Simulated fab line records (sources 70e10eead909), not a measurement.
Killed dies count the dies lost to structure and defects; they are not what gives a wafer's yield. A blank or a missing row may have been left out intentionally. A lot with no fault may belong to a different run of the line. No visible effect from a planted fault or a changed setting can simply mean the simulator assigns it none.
Comparing a struck lot with a sound one    flow nand-harc    15 out of 1159 route steps
Sound: wafers L357.1, L357.4, L357.5. Struck: wafers L354.2, L354.4, L354.6. The cause comes at the end.
Per side, at each step with rows, come the tool, then ch with its chambers, and then its first start. Under that, the readings that differ: sound wafers    struck wafers    difference of the means    sigmas: that difference in standard deviations of wafers without a fault.
alike: readings with means less than 2 such deviations apart, plus words and numbers identical on both sides. not compared: withheld readings, readings lacking a value on some wafer, bounds such as >300 that could conceal the same value, and numbers that have no deviation in the record and whose values overlap.
A row with sigmas, a row that says differs or no value, or rows on one side alone: a step with any of these is where the two part. When numbers do not overlap yet have no deviation, they are printed without sigmas and do not part them. A reading missing from all wafers of one side parts the sides only when that side holds two or more wafers.

NHARC_A_CONTACT_CD_MEAS_08 targets a cd of 100 nm.
  sound on cd-sem-01 ch 0, day 20 01:51; struck on cd-sem-03 ch 0, day 20 01:14
  alike: cd-nm
NHARC_A_CONTACT_OVL_MEAS_09:
  sound on overlay-02 at day 20 01:56; struck on overlay-01 at day 20 01:19
  alike: overlay-x-nm, overlay-y-nm
NHARC_A_CONTACT_INSPECT_10:
  sound on defect-inspect-02 at day 20 01:58; struck on defect-inspect-02 at day 20 01:22
reading           sound     struck    difference  sigmas
raw-defect-count  46 46 47  10 11 18  -33         -3
NHARC_A_CONTACT_DESCUM_13: chemistry O2, time 3 s.
  sound on rie-diel-01 ch 0,3, day 20 02:02; struck on rie-diel-03 ch 0,3, day 20 01:25
  alike: drypump-motor-current-A, oes-product-au, rf-vpp-V, showerhead-plenum-p-Torr, throttle-valve-pct
  not compared: rf-hours-counter-h
NHARC_A_CONTACT_ETCH_88: etches the open film in CF4, target depth 39 nm, time 65 s.
  sound on rie-diel-01 ch 2,3, day 20 02:13; struck on rie-diel-03 ch 0,1,2, day 20 01:34
reading                sound              struck             difference  sigmas
oes-product-au (a.u.)  0.980 0.976 0.979  0.984 1.005 1.013  +0.022      +2
  alike: bias-w, cf4-flow-sccm, drypump-motor-current-A, rf-fwd-power-W, rf-vpp-V, showerhead-plenum-p-Torr, throttle-valve-pct
  not compared: rf-hours-counter-h
then, 3 steps without rows for these wafers: NHARC_A_CONTACT_ETCH_89 (etches the open film in N2/H2, target depth 260 nm, time 475.3 s); NHARC_A_CONTACT_ETCH_30 (etches the open film in CF4/CHF3, target depth 60.5 nm, time 30.2 s); NHARC_A_CONTACT_ETCH_31 (etches the open film in O2/COS, target depth 2000 nm, time 520 s).
NHARC_A_CONTACT_ETCH_134: etches the open film in C4F8/O2/Ar, time 140 s, target depth 700 nm.
  sound on har-cap-etch-01 ch 1, day 20 03:19; struck on har-cap-etch-02 ch 0,1, day 20 02:41
  alike: chamber-pressure-mTorr, oes-air-line-au
  not compared: rf-hours-counter-h
then, 1 step without rows for these wafers: NHARC_A_CONTACT_ETCH_135 (etches the open film in C4F8/O2/Ar, time 132 s, target depth 1287 nm).
NHARC_A_CONTACT_ETCH_136: etches the open film in C4F8/O2/Ar, time 132 s, target depth 1287 nm.
  sound on har-cap-etch-01 ch 1, day 20 03:38; struck on har-cap-etch-02 ch 0,1, day 20 03:00
  alike: chamber-pressure-mTorr, oes-air-line-au
  not compared: rf-hours-counter-h
NHARC_A_CONTACT_ETCH_137: etches the open film in C4F8/O2/Ar, time 132 s, target depth 1287 nm.
  sound on har-cap-etch-01 ch 1, day 20 03:46; struck on har-cap-etch-02 ch 0,1, day 20 03:08
  alike: chamber-pressure-mTorr, oes-air-line-au
  not compared: rf-hours-counter-h
NHARC_A_CONTACT_ETCH_138: etches the open film in C4F8/O2/Ar, time 132 s, target depth 1289 nm.
  sound on har-cap-etch-01 ch 1, day 20 03:53; struck on har-cap-etch-02 ch 0,1, day 20 03:15
  no value came back on the struck wafers for chamber-pressure-mTorr (mTorr), oes-air-line-au (a.u.); on the sound wafers chamber-pressure-mTorr (mTorr) reads 19.976 20.013 20.000
  not compared: rf-hours-counter-h
then, 1 step without rows for these wafers: NHARC_A_CONTACT_ETCH_139 (etches the open film in C4F8/O2/Ar, time 137 s, target depth 590 nm).
-- jump in the record: it breaks off in module A_CONTACT and resumes in module END (first step shown: number 1159 of the route), and 2 days separate the struck wafers' starts before and after --
NHARC_END_SORT_01:
  the record has rows for the struck wafers here (prober-01 ch 0, day 22 06:22) and none for the sound ones

## WHERE THEY PART
At NHARC_A_CONTACT_INSPECT_10 first; at NHARC_END_SORT_01 last (within this record only).

WHY: whatever the simulator had introduced
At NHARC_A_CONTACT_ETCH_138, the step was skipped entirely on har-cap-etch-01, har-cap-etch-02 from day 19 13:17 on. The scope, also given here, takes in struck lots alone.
